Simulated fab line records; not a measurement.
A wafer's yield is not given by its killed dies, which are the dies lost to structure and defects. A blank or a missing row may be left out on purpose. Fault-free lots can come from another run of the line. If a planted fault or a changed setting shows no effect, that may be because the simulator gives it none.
Matching of chambers + flow nandHarc + 4 sister chambers for NHARC_A_BONDPAD_ETCH_12 on rieDiel-01
The step etches the open film in CHF3/O2, target depth 220 nm, time 110 s. 4 wafers are shown with their chamber, then 9 later ones without.

== WAFERS PAIRED WITH THEIR CHAMBERS ==
| wafer  | chamber | drypumpMotorCurrentA (A) |
|--------|---------|--------------------------|
| L335.6 | 1       | 6.2                      |
| L340.6 | 0       | 5.3                      |
| L341.4 | 3       | 5.6                      |
| L341.5 | 2       | 6.1                      |

== WAFERS WITH NO CHAMBER GIVEN ==
| wafer  | drypumpMotorCurrentA (A) |
|--------|--------------------------|
| L341.6 | 5.6                      |
| L342.1 | 5.6                      |
| L342.3 | 6.3                      |
| L342.6 | 5.6                      |
| L348.1 | 5.3                      |
| L348.2 | 6.2                      |
| L348.6 | 6.3                      |
| L349.1 | 6.1                      |
| L349.5 | 5.6                      |

== THE CHAMBER EACH PASSED THROUGH ==
| wafer  | from the rows above | in truth |
|--------|---------------------|----------|
| L341.6 | 3                   | 3        |
| L342.1 | 3                   | 3        |
| L342.3 | 1                   | 1        |
| L342.6 | 3                   | 3        |
| L348.1 | 0                   | 0        |
| L348.2 | 1                   | 1        |
| L348.6 | 1                   | 1        |
| L349.1 | 2                   | 2        |
| L349.5 | 3                   | 3        |
Placed correctly: 9 of 9. From these rows, 0 cannot be placed. 0 placed wrongly.
How it was worked out, from the rows above alone: a wafer's distance from a chamber is the root of the sum, over the readings, of the square of ((its reading less the chamber's mean) divided by the reading's scatter). If the next closest chamber is less than 2 further off than the closest, the wafer can't be placed; otherwise it belongs to the closest. A chamber's mean is the mean of its shown wafers. The scatter: root of mean squared gap, hidden wafer to nearest shown wafer, with one shown wafer a chamber.
